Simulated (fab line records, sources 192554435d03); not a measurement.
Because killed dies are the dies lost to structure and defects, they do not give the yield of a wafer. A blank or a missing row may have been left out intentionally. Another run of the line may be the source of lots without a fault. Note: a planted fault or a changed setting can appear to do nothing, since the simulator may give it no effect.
fab line records	flow n5-finfet
record lots=11	wafers=29	last-day=18
route steps=1938 shown BEOL_M14@1727 PASSIVATION@1936
lots that met no fault: taken from a fault-free run of the same line
start-h: hours from the record's first day to the start of the lot's first wafer shown	wait-h: hours elapsed since this lot's preceding step	" repeats the value in the row above	L1.1+2: one row covering several wafers at once	- either no value or no given start	* or withheld: withheld	< > ~ a bound
route shown NAME@n: NAME is a module with steps in the file, n the number in the route of the first one	usual: mean/standard deviation taken from wafers without a fault	same: alike in all rows	chamber/n: place in a boat	sites: the reading at each site	_std_site: the standard deviation of these	_edge_site: inner sites' mean taken away from outer sites' mean	radius-mm: for every site, how far away it sits from the centre of the wafer	mask NAME#n: copy n	behind: tool/chamber where the wafer was last shaped	hold: why the lot went on hold/how many hours it stayed there/how the hold came to an end	device: transistor that didn't switch, given as n, p or np	end of line: tests run on the same wafers once the route is complete	a step given without rows: its recipe and nothing more	killed: dies lost to structure and defects at the first sort, not the wafer's yield	map: a wafer's dies, x killed, . not, _ none there
set.NAME: the setting that was run; set.NAME@STEP: the one run at that earlier step	model.NAME: the simulator's own value behind a step, which no gauge read
a sample of lots followed through the steps of the route, with each step as a table and each wafer as a row
services: from which hour (start-h, from the record's first day; less than 0 if before it) a tool's chamber was out of use, for how many hours, and why
## steps
# step N5_BEOL_M14_OVL_MEAS_11
# recipe points-per-wafer=44
# usual V13_OVL=-5/5.3
lot.wafer	tool	chamber	start-h	wait-h	V13_OVL[nm]
L859.1	overlay-01	0	240.61	0.1	-13
L859.2	"	0	"	"	-18
L859.3	"	0	"	"	-7
L860.1	overlay-01	0	241.57	0.0	-5
L860.4	"	0	"	"	-1
L860.6	"	0	"	"	0
L862.5	overlay-02	0	257.00	0.0	-2
L862.6	"	0	"	"	-2
L865.2	overlay-01	0	278.97	0.0	6
L865.4	"	0	"	"	-2
L865.5	"	0	"	"	2
L869.1	overlay-02	0	317.66	0.0	-11
L869.4	"	0	"	"	-14
L869.6	"	0	"	"	-10
L871.3	overlay-02	0	328.59	0.0	-5
L871.4	"	0	"	"	-1
L871.6	"	0	"	"	4
L872.2	overlay-01	0	334.64	0.0	0
L872.4	"	0	"	"	0
L873.3	overlay-01	0	337.83	0.0	-7
L873.4	"	0	"	"	-2
L873.5	"	0	"	"	-15
L875.2	overlay-01	0	350.49	0.0	-6
L875.3	"	0	"	"	-12
L877.3	overlay-02	0	385.50	0.0	-9
L877.4	"	0	"	"	-8
L881.1	overlay-02	0	396.75	0.0	0
L881.4	"	0	"	"	-7
L881.6	"	0	"	"	-4
# step N5_BEOL_M14_DESCUM_15
# recipe chemistry=O2	time-s=7.9	source-power-w=50	bias-power-w=20	pressure-mtorr=20	rf-frequency-hz=2.712e+07	temp-c=40	o2-flow-sccm=225
# usual bias-power-w=20.01/0.06	drypump-motor-current-A=5.4/0.41	oes-product-au=0.79/0.065	rf-vpp-V=243.7/1.1	showerhead-plenum-p-Torr=2.13/0.068	throttle-valve-pct=20.44/0.25
lot.wafer	tool	chamber	start-h	wait-h	bias-power-w	drypump-motor-current-A	oes-product-au	rf-hours-counter-h	rf-vpp-V	showerhead-plenum-p-Torr	throttle-valve-pct
L859.1	rie-diel-02	0	240.69	0.1	19.96	4.9	0.76	170	242.9	2.08	20.38
L859.2	"	1	"	"	19.89	5.0	0.79	117	244.6	2.22	20.57
L859.3	"	3	"	"	19.92	5.2	0.74	149	243.4	2.11	20.58
L860.1	rie-diel-05	1	241.80	0.2	19.93	5.6	0.74	160	244.1	2.22	20.26
L860.4	"	3	"	"	20.00	5.1	0.81	105	243.0	2.12	20.63
L860.6	"	3	"	"	20.05	5.1	0.82	-	243.0	2.12	20.64
L862.5	rie-diel-02	0	257.07	0.0	19.99	4.9	0.75	-	244.0	2.08	20.41
L862.6	"	1	"	"	19.97	5.0	0.77	-	244.2	2.21	20.57
L865.2	rie-diel-02	2	279.02	0.0	20.00	6.4	0.81	86	244.8	2.18	20.26
L865.4	"	1	"	"	20.03	5.0	0.77	131	245.2	2.21	20.59
L865.5	"	0	"	"	20.01	4.9	0.75	-	243.5	2.08	20.41
L869.1	rie-diel-02	1	317.72	0.0	19.96	5.0	0.75	144	244.9	2.21	20.60
L869.4	"	3	"	"	20.02	5.2	0.71	175	244.2	2.10	20.64
L869.6	"	3	"	"	20.05	5.2	0.72	-	243.1	2.10	20.64
L871.3	rie-diel-05	0	328.69	0.1	20.01	5.4	0.82	105	244.2	2.01	20.53
L871.4	"	3	"	"	20.07	5.1	0.79	131	242.9	2.11	20.68
L871.6	"	0	"	"	19.96	5.4	0.82	-	242.3	2.01	20.53
L872.2	rie-diel-05	3	334.70	0.0	19.96	5.1	0.79	133	243.7	2.11	20.69
L872.4	"	2	"	"	19.89	5.1	0.89	39	243.3	2.14	20.15
L873.3	rie-diel-01	0	337.89	0.0	19.97	6.0	0.91	39	244.6	2.20	20.16
L873.4	"	2	"	"	19.97	5.2	0.76	146	244.6	2.07	20.02
L873.5	"	1	"	"	20.03	5.7	0.80	-	244.5	2.20	20.72
L875.2	rie-diel-05	1	350.58	0.1	20.05	5.6	0.72	195	243.1	2.21	20.31
L875.3	"	3	"	"	20.04	5.1	0.79	139	242.8	2.11	20.69
L877.3	rie-diel-05	0	385.55	0.0	19.96	5.4	0.80	122	241.5	2.00	20.57
L877.4	"	1	"	"	20.01	5.6	0.71	206	243.9	2.20	20.32
L881.1	rie-diel-05	2	396.84	0.1	20.03	5.2	0.86	58	243.1	2.13	20.18
L881.4	"	1	"	"	19.98	5.6	0.71	208	243.8	2.20	20.34
L881.6	"	0	"	"	19.95	5.4	0.80	-	243.2	2.00	20.56
# step N5_BEOL_M14_STRIP_64
# recipe chemistry=O2	power-w=600	temp-c=60	pressure-mtorr=30	rf-frequency-hz=6e+07	bias-power-w=0	overash-fraction=0.3	o2-flow-sccm=225
# usual drypump-motor-current-A=5.4/0.41	oes-product-au=0.79/0.064	rf-vpp-V=3.6/0.48	showerhead-plenum-p-Torr=2.13/0.068	throttle-valve-pct=16.68/0.23
# same bias-power-w=0
lot.wafer	tool	chamber	start-h	wait-h	drypump-motor-current-A	oes-product-au	rf-hours-counter-h	rf-vpp-V	showerhead-plenum-p-Torr	throttle-valve-pct
L859.1	rie-diel-02	0	-	-	4.9	0.76	170	3.0	2.09	16.62
L859.2	"	1	"	"	5.0	0.77	117	3.7	2.22	16.75
L859.3	"	3	"	"	5.2	0.73	149	3.5	2.11	16.86
L860.1	rie-diel-05	1	-	-	5.6	0.74	160	3.3	2.22	16.54
L860.4	"	3	"	"	5.1	0.81	105	3.5	2.13	16.84
L860.6	"	3	"	"	5.1	0.81	-	3.8	2.13	16.85
L862.5	rie-diel-02	0	-	-	4.8	0.75	-	3.6	2.09	16.64
L862.6	"	1	"	"	4.9	0.77	-	3.3	2.22	16.75
L865.2	rie-diel-02	2	-	-	6.4	0.81	86	3.6	2.18	16.54
L865.4	"	1	"	"	5.0	0.76	131	3.2	2.22	16.75
L865.5	"	0	"	"	4.9	0.75	-	3.1	2.08	16.65
L869.1	rie-diel-02	1	-	-	5.0	0.74	144	3.5	2.21	16.81
L869.4	"	3	"	"	5.2	0.70	175	4.2	2.10	16.90
L869.6	"	3	"	"	5.2	0.72	-	3.4	2.10	16.90
L871.3	rie-diel-05	0	-	-	5.4	0.81	105	4.4	2.01	16.74
L871.4	"	3	"	"	5.1	0.79	131	3.3	2.12	16.89
L871.6	"	0	"	"	5.4	0.82	-	3.8	2.01	16.74
L872.2	rie-diel-05	3	-	-	5.1	0.79	133	3.9	2.12	16.90
L872.4	"	2	"	"	5.2	0.89	39	3.6	2.14	16.36
L873.3	rie-diel-01	0	-	-	6.0	0.90	39	3.2	2.20	16.46
L873.4	"	2	"	"	5.2	0.76	146	2.8	2.08	16.31
L873.5	"	1	"	"	5.7	0.81	-	3.8	2.21	16.93
L875.2	rie-diel-05	1	-	-	5.6	0.72	196	3.9	2.21	16.60
L875.3	"	3	"	"	5.1	0.78	139	3.2	2.11	16.91
L877.3	rie-diel-05	0	-	-	5.4	0.79	122	3.3	2.01	16.76
L877.4	"	1	"	"	5.6	0.72	206	3.5	2.21	16.62
L881.1	rie-diel-05	2	-	-	5.2	0.87	58	3.6	2.13	16.39
L881.4	"	1	"	"	5.6	0.71	208	3.2	2.20	16.63
L881.6	"	0	"	"	5.4	0.81	-	3.6	2.01	16.78
# step N5_BEOL_M14_EXPOSE_25
# recipe mask-id=M14	na=0.8	source-shape=annular	sigma-inner=0.5	sigma-outer=0.8	polarization=unpolarized	target-cd-nm=280	dose-mj=26.6
# usual reticle-temp-C=23.02/0.099
lot.wafer	tool	chamber	start-h	wait-h	mask	reticle-temp-C
L859.1	krf-scanner-02	0	241.40	-	M14#0	22.93
L859.2	"	0	"	"	M14#0	22.83
L859.3	"	0	"	"	M14#0	22.82
L860.1	krf-scanner-01	0	242.39	-	M14#0	22.98
L860.4	"	0	"	"	M14#0	22.97
L860.6	"	0	"	"	M14#0	22.95
L862.5	krf-scanner-01	0	257.67	-	M14#0	23.06
L862.6	"	0	"	"	M14#0	22.94
L865.2	krf-scanner-01	0	279.62	-	M14#0	23.12
L865.4	"	0	"	"	M14#0	23.26
L865.5	"	0	"	"	M14#0	23.02
L869.1	krf-scanner-01	0	318.43	-	M14#0	22.95
L869.4	"	0	"	"	M14#0	22.91
L869.6	"	0	"	"	M14#0	22.93
L871.3	krf-scanner-02	0	329.29	-	M14#0	23.04
L871.4	"	0	"	"	M14#0	22.96
L871.6	"	0	"	"	M14#0	22.93
L872.2	krf-scanner-02	0	335.42	-	M14#0	23.01
L872.4	"	0	"	"	M14#0	22.89
L873.3	krf-scanner-02	0	338.49	-	M14#0	22.92
L873.4	"	0	"	"	M14#0	23.00
L873.5	"	0	"	"	M14#0	22.98
L875.2	krf-scanner-02	0	351.17	-	M14#0	23.02
L875.3	"	0	"	"	M14#0	22.95
L877.3	krf-scanner-02	0	386.16	-	M14#0	23.01
L877.4	"	0	"	"	M14#0	22.98
L881.1	krf-scanner-02	0	397.46	-	M14#0	23.11
L881.4	"	0	"	"	M14#0	23.02
L881.6	"	0	"	"	M14#0	23.09
# step N5_BEOL_M14_OVL_MEAS_29
# recipe points-per-wafer=44
# usual M14_OVL=-3/5.2
lot.wafer	tool	chamber	start-h	wait-h	M14_OVL[nm]
L859.1	overlay-02	0	241.60	0.0	0
L859.2	"	0	"	"	-2
L859.3	"	0	"	"	3
L860.1	overlay-02	0	242.59	0.0	-11
L860.4	"	0	"	"	-7
L860.6	"	0	"	"	-6
L862.5	overlay-02	0	257.85	0.0	1
L862.6	"	0	"	"	3
L865.2	overlay-01	0	279.82	0.0	19
L865.4	"	0	"	"	14
L865.5	"	0	"	"	16
L869.1	overlay-02	0	318.64	0.0	25
L869.4	"	0	"	"	26
L869.6	"	0	"	"	19
L871.3	overlay-01	0	329.48	0.0	-1
L871.4	"	0	"	"	-10
L871.6	"	0	"	"	-2
L872.2	overlay-02	0	335.61	0.0	0
L872.4	"	0	"	"	-3
L873.3	overlay-02	0	338.68	0.0	-8
L873.4	"	0	"	"	-1
L873.5	"	0	"	"	-6
L875.2	overlay-02	0	351.37	0.0	3
L875.3	"	0	"	"	3
L877.3	overlay-02	0	386.35	0.0	-7
L877.4	"	0	"	"	-7
L881.1	overlay-02	0	397.67	0.0	-2
L881.4	"	0	"	"	-5
L881.6	"	0	"	"	-8
# step N5_PASSIVATION_PROBE_49
# usual defect-limited-yield=90.9/1.6	killed_at_M0_to_M3=34/10	killed_at_M4_up=13/5.4	killed-at-contacts=13/6	killed-at-front-end=42/13	killed-at-other=4/3.2	killed-dies=107/18	killed-open=69/14	killed-short=35/7.7	sort_bin_4_leakage=0.02/0.17	sort_bin_5_function=5.3/1	sort_bin_6_memory=3.3/0.75	sort_bin_8_speed=0.00/0.015	sort-n-pass=1073/19	sort-yield-pct=90.9/1.6
# same gross-dies=1180	killed-at-back-side=0
lot.wafer	tool	chamber	start-h	wait-h	defect-limited-yield[%]	killed_at_M0_to_M3	killed_at_M4_up	killed-at-contacts	killed-at-front-end	killed-at-other	killed-dies	killed-open	killed-short	sort_bin_4_leakage[%]	sort_bin_5_function[%]	sort_bin_6_memory[%]	sort_bin_8_speed[%]	sort-n-pass	sort-yield-pct[%]
L859.1	prober-02	-	265.70	0.0	92.1	25	26	9	33	0	93	61	28	0	4.9	2.8	0	1087	92.1
L859.2	prober-02	-	265.75	0.1	92.0	23	10	17	43	1	94	54	39	0	4.1	3.2	0	1086	92.0
L859.3	prober-02	-	265.80	0.1	91.2	29	18	25	30	2	104	67	33	0	5.5	3.0	0	1076	91.2
L862.5	prober-02	-	280.29	0.2	89.8	45	12	13	48	2	120	79	31	0	6.1	3.1	0	1060	89.8
L862.6	prober-02	-	280.34	0.3	91.7	36	17	7	36	2	98	63	33	0	5.1	3.1	0	1082	91.7
L865.4	prober-01	-	305.02	0.2	91.9	28	11	17	38	1	95	66	28	0	5.0	2.3	0	1085	91.9
L871.3	prober-01	-	353.38	0.1	89.9	38	22	10	46	3	119	68	47	0	6.9	2.8	0	1061	89.9
L871.4	prober-01	-	353.43	0.2	90.3	48	7	19	39	2	115	74	41	0	5.8	3.4	0	1065	90.3
L871.6	prober-01	-	353.53	0.3	88.9	34	25	22	48	2	131	86	42	0	6.4	4.2	0	1049	88.9
L872.2	prober-01	-	357.46	0.1	89.2	39	10	23	49	6	127	88	31	0	6.0	4.2	0	1053	89.2
L872.4	prober-01	-	357.56	0.2	88.7	60	14	7	48	4	133	85	41	0.08	6.9	4.3	0	1046	88.6
L873.3	prober-02	-	361.36	0.1	86.2	48	11	15	78	11	163	104	53	0	7.2	5.6	0	1017	86.2
L873.4	prober-02	-	361.41	0.2	88.1	45	11	11	71	3	141	79	60	0	6.4	5.1	0	1039	88.1
L873.5	prober-02	-	361.46	0.2	86.9	55	11	14	72	2	154	94	59	0	7.5	5.1	0	1026	86.9
L875.2	prober-02	-	374.71	0.1	88.3	48	10	11	55	14	138	90	47	0	7.6	3.7	0	1042	88.3
L875.3	prober-02	-	374.76	0.1	88.6	53	8	8	56	10	135	85	43	0	5.6	4.9	0	1045	88.6
# killed by level:class
L859.1 STI_FIN_REVEAL:geometric-particle:open=10 FIN_SAQP:geometric-particle:open=7 MOL_CONTACT_COAG:geometric-particle:open=7 BEOL_M4:geometric-particle:open=7 FIN_SAQP:geometric-particle:short=6 BEOL_M0_SAQP:geometric-particle:open=6 BEOL_M0_SAQP:geometric-particle:short=6 BEOL_M1:geometric-particle:open=6
L859.2 MOL_CONTACT_COAG:geometric-particle:open=12 FIN_SAQP:geometric-particle:short=11 STI_FIN_REVEAL:geometric-particle:open=8 FIN_SAQP:geometric-particle:open=7 MOL_CONTACT_COAG:geometric-particle:short=5 BEOL_M0_SAQP:geometric-particle:open=5 BEOL_M0_SAQP:geometric-particle:short=5 BEOL_M5:geometric-particle:open=4
L859.3 MOL_CONTACT_COAG:geometric-particle:open=21 BEOL_M0_SAQP:geometric-particle:short=9 STI_FIN_REVEAL:geometric-particle:open=7 BEOL_M4:geometric-particle:open=7 BEOL_M1:geometric-particle:open=7 FIN_SAQP:geometric-particle:open=5 FIN_SAQP:geometric-particle:short=5 MOL_CONTACT_COAG:geometric-particle:short=4
L862.5 MOL_CONTACT_COAG:geometric-particle:open=11 DUMMY_GATE:geometric-particle:open=10 BEOL_M0_SAQP:geometric-particle:open=8 BEOL_M0_SAQP:geometric-particle:short=8 BEOL_M1:geometric-particle:open=8 HKMG_FIN:area-etch=8 STI_FIN_REVEAL:geometric-particle:open=7 FIN_SAQP:geometric-particle:open=6
L862.6 BEOL_M1:geometric-particle:open=14 DUMMY_GATE:geometric-particle:open=9 BEOL_M0_SAQP:geometric-particle:short=9 BEOL_M4:geometric-particle:open=9 STI_FIN_REVEAL:geometric-particle:open=7 BEOL_M0_SAQP:geometric-particle:open=7 FIN_SAQP:geometric-particle:short=5 FIN_SAQP:geometric-particle:open=3
L865.4 MOL_CONTACT_COAG:geometric-particle:open=16 FIN_SAQP:geometric-particle:short=11 BEOL_M1:geometric-particle:open=10 FIN_SAQP:geometric-particle:open=8 BEOL_M4:geometric-particle:open=7 BEOL_M0_SAQP:geometric-particle:open=6 STI_FIN_REVEAL:geometric-particle:open=4 DUMMY_GATE:geometric-particle:open=4
L871.3 BEOL_M0_SAQP:geometric-particle:short=16 FIN_SAQP:geometric-particle:open=12 FIN_SAQP:geometric-particle:short=9 BEOL_M1:geometric-particle:open=8 BEOL_M4:geometric-particle:open=8 STI_FIN_REVEAL:geometric-particle:open=7 MOL_CONTACT_COAG:geometric-particle:open=7 BEOL_M0_SAQP:geometric-particle:open=7
L871.4 MOL_CONTACT_COAG:geometric-particle:open=15 BEOL_M0_SAQP:geometric-particle:short=15 FIN_SAQP:geometric-particle:open=14 FIN_SAQP:geometric-particle:short=10 BEOL_M0_SAQP:geometric-particle:open=8 BEOL_M3:geometric-particle:open=7 BEOL_M2:geometric-particle:open=5 STI_FIN_REVEAL:geometric-particle:open=5
L871.6 MOL_CONTACT_COAG:geometric-particle:open=15 STI_FIN_REVEAL:geometric-particle:open=11 BEOL_M4:geometric-particle:open=10 MOL_CONTACT_COAG:geometric-particle:short=7 BEOL_M0_SAQP:geometric-particle:short=7 BEOL_M3:geometric-particle:open=7 FIN_SAQP:geometric-particle:short=6 DUMMY_GATE:geometric-particle:open=5
L872.2 MOL_CONTACT_COAG:geometric-particle:open=20 STI_FIN_REVEAL:geometric-particle:open=11 BEOL_M2:geometric-particle:open=9 BEOL_M0_SAQP:geometric-particle:open=9 BEOL_M3:geometric-particle:open=9 FIN_SAQP:geometric-particle:open=7 FIN_SAQP:geometric-particle:short=6 HKMG_FIN:area-etch=6
L872.4 FIN_SAQP:geometric-particle:open=13 BEOL_M0_SAQP:geometric-particle:open=13 BEOL_M0_SAQP:geometric-particle:short=13 BEOL_M2:geometric-particle:open=11 STI_FIN_REVEAL:geometric-particle:open=9 BEOL_M1:geometric-particle:open=7 BEOL_M3:geometric-particle:open=7 FIN_SAQP:geometric-particle:short=6
L873.3 STI_FIN_REVEAL:geometric-particle:open=17 BEOL_M1:geometric-particle:open=16 DUMMY_GATE:geometric-particle:open=14 MOL_CONTACT_COAG:geometric-particle:open=13 BEOL_M0_SAQP:geometric-particle:short=11 BEOL_M0_SAQP:geometric-particle:open=11 FIN_SAQP:geometric-particle:short=7 FIN_SAQP:geometric-particle:open=6
L873.4 FIN_SAQP:geometric-particle:short=18 STI_FIN_REVEAL:geometric-particle:open=13 FIN_SAQP:geometric-particle:open=10 GATE_CUT:geometric-particle:short=9 BEOL_M0_SAQP:geometric-particle:open=9 BEOL_M1:geometric-particle:open=9 DUMMY_GATE:geometric-particle:open=8 MOL_CONTACT_COAG:geometric-particle:open=7
L873.5 STI_FIN_REVEAL:geometric-particle:open=27 BEOL_M0_SAQP:geometric-particle:short=14 FIN_SAQP:geometric-particle:short=13 BEOL_M0_SAQP:geometric-particle:open=13 MOL_CONTACT_COAG:geometric-particle:open=13 BEOL_M1:geometric-particle:open=13 STI_FIN_REVEAL:geometric-particle:short=7 BEOL_M1:geometric-particle:short=7
L875.2 FIN_SAQP:geometric-particle:open=22 BEOL_M0_SAQP:geometric-particle:open=13 BEOL_M0_SAQP:geometric-particle:short=11 BEOL_M3:geometric-particle:open=10 STI_FIN_REVEAL:geometric-particle:open=8 MOL_CONTACT_COAG:geometric-particle:open=8 GATE_CUT:geometric-particle:short=6 GATE_CUT:geometric-particle:open=5
L875.3 STI_FIN_REVEAL:geometric-particle:open=18 BEOL_M0_SAQP:geometric-particle:short=17 BEOL_M0_SAQP:geometric-particle:open=11 STI_FIN_REVEAL:geometric-particle:short=9 DUMMY_GATE:geometric-particle:open=9 BEOL_M3:geometric-particle:open=9 MOL_CONTACT_COAG:geometric-particle:open=7 HKMG_FIN:area-etch=6
## services
tool	chamber	start-h	hours	kind
krf-scanner-02	-	231.76	3.6	pm
krf-scanner-01	0	242.87	-	calibration
rie-diel-05	3	264.39	4.8	repair
krf-scanner-02	-	269.88	1.3	pm
rie-diel-05	-	272.79	2.8	pm
rie-diel-01	1	293.56	7.0	repair
krf-scanner-01	-	295.11	0.8	pm
krf-scanner-01	-	298.95	1.0	pm
rie-diel-05	0	301.41	5.1	repair
krf-scanner-01	-	311.60	0.4	repair
krf-scanner-02	0	316.18	-	calibration
rie-diel-02	2	322.94	2.0	repair
krf-scanner-02	-	347.36	1.0	pm
krf-scanner-02	-	358.89	0.7	repair
krf-scanner-02	-	363.26	4.0	pm
rie-diel-05	0	366.04	5.1	repair
krf-scanner-02	-	373.05	0.8	pm
rie-diel-01	-	373.38	0.9	repair
krf-scanner-01	-	375.55	3.0	pm
krf-scanner-01	-	378.67	1.3	pm
## key
first-sign step=N5_BEOL_M14_OVL_MEAS_29	reading=M14_OVL	direction=up	sigmas=4.5	usual=-3	struck=20
effect none on later readings
met-at N5_BEOL_M14_EXPOSE_25
struck-lots L865,L869
not-acting-at N5_BEOL_M14_OVL_MEAS_11,N5_BEOL_M14_DESCUM_15,N5_BEOL_M14_STRIP_64
onset-between 257.67 279.62
fault kind=scanner-matching-overlay	tool=krf-scanner-01	chamber=-	onset-h=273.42	steps=N5_BEOL_M14_EXPOSE_25	offset=22.91
